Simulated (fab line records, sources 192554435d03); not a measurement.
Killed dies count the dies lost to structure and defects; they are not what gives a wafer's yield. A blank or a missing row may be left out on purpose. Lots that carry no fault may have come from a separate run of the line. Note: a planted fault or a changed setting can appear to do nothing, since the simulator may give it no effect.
Which of the tools did it? -- flow n5 finfet -- 27 wafers from 9 lots sampled at 4 of the route's 1938 steps

## WHAT EACH GAUGE READ, for each wafer
N5_HKMG_FIN_THK_MEAS_70: measures by xrf.
lot,measured,on,HK_THK (nm)
L442,day 4 05:31,film metro-01,1.592 1.564 1.589
L444,day 4 12:50,film metro-01,1.577 1.592 1.573
L448,day 5 20:58,film metro-01,1.599 1.575 1.583
L451,day 6 09:26,film metro-02,1.527 1.538 1.514
L452,day 6 16:22,film metro-02,1.576 1.579 1.605
L455,day 7 08:50,film metro-01,1.581 1.573 1.585
L456,day 7 13:31,film metro-01,1.579 1.586 1.589
L464,day 9 14:49,film metro-02,1.583 1.978 2.004
L465,day 9 21:26,film metro-02,1.587 2.006 1.609

## WHICH TOOL RAN EACH LOT (tool, then ch and the chambers of the sampled wafers, then the start)
lot,N5_SDB_HM_DEP_00,N5_SDB_DESCUM_16,N5_HKMG_FIN_HK_ALD_01
L442,"pecvd-01 ch 1,2, day 3 19:52","rie diel-06 ch 0,1,2, day 3 20:59","ald hk-03 ch 0,1,3, day 4 02:07"
L444,"pecvd-01 ch 0,1, day 4 04:02","rie diel-04 ch 0,1,2, day 4 04:38","ald hk-02 ch 0,2, day 4 09:05"
L448,"pecvd-04 ch 0,1,2, day 5 12:08","rie diel-01 ch 0,1,2, day 5 12:38","ald hk-02 ch 1,2, day 5 17:24"
L451,"pecvd-04 ch 0,1,2, day 6 00:53","rie diel-01 ch 0,1,3, day 6 01:25","ald hk-03 ch 0,2, day 6 05:51"
L452,"pecvd-03 ch 0,2, day 6 07:37","rie diel-06 ch 2,3, day 6 08:09","ald hk-01 ch 0,1, day 6 12:55"
L455,"pecvd-03 ch 1,2, day 6 23:55","rie diel-01 ch 0,1,2, day 7 00:28","ald hk-03 ch 0,1, day 7 05:00"
L456,"pecvd-04 ch 1,2, day 7 04:31","rie diel-04 ch 0,3, day 7 04:55","ald hk-01 ch 0,2, day 7 09:36"
L464,"pecvd-03 ch 0,1,2, day 9 06:19","rie diel-01 ch 1,2,3, day 9 06:50","ald hk-03 ch 1,2,3, day 9 11:22"
L465,"pecvd-03 ch 0,1, day 9 12:58","rie diel-01 ch 0,3, day 9 13:23","ald hk-03 ch 0,3, day 9 17:49"
- N5_SDB_HM_DEP_00: deposits SiNx from SiH4/NH3/N2, target thk 40 nm, time 35.3 s.
- N5_SDB_DESCUM_16: chemistry O2, time 7.9 s.
- N5_HKMG_FIN_HK_ALD_01: deposits HfO2, target thk 1.6 nm, pulse time 3 s, purge time 3 s.

## THE ANSWER, worked out from the rows above alone
Rule: usual is defined by the lots themselves. Put in order of their means at a reading, lots are off if they are a third of the lots or fewer, leave a main group of 4 or more, and stand apart from it by a gap of 3 or more times the standard deviation of the main group's means; of several such gaps the widest counts. A main group whose means are all the same, to the digits that the tables above print for the reading, isn't used. A lot without any number at a reading at which 4 lots or more have one is off too. Any other lot the step has rows for is counted as sound.
Off: L464, L465, seen at N5_HKMG_FIN_THK_MEAS_70 (HK_THK). Mean 1.575 nm and standard deviation 0.02 in the main group.
A tool fits if, at a process step before that reading, it ran every lot that is off, and no sound lot after the first of them. The gauges at N5_HKMG_FIN_THK_MEAS_70 are tried like those tools. Can't be told from this: 4 tools fit, pecvd-03 at N5_SDB_HM_DEP_00, rie diel-01 at N5_SDB_DESCUM_16, ald hk-03 at N5_HKMG_FIN_HK_ALD_01, film metro-02 at N5_HKMG_FIN_THK_MEAS_70.

## WHAT HAD BEEN PUT IN BY THE SIMULATOR
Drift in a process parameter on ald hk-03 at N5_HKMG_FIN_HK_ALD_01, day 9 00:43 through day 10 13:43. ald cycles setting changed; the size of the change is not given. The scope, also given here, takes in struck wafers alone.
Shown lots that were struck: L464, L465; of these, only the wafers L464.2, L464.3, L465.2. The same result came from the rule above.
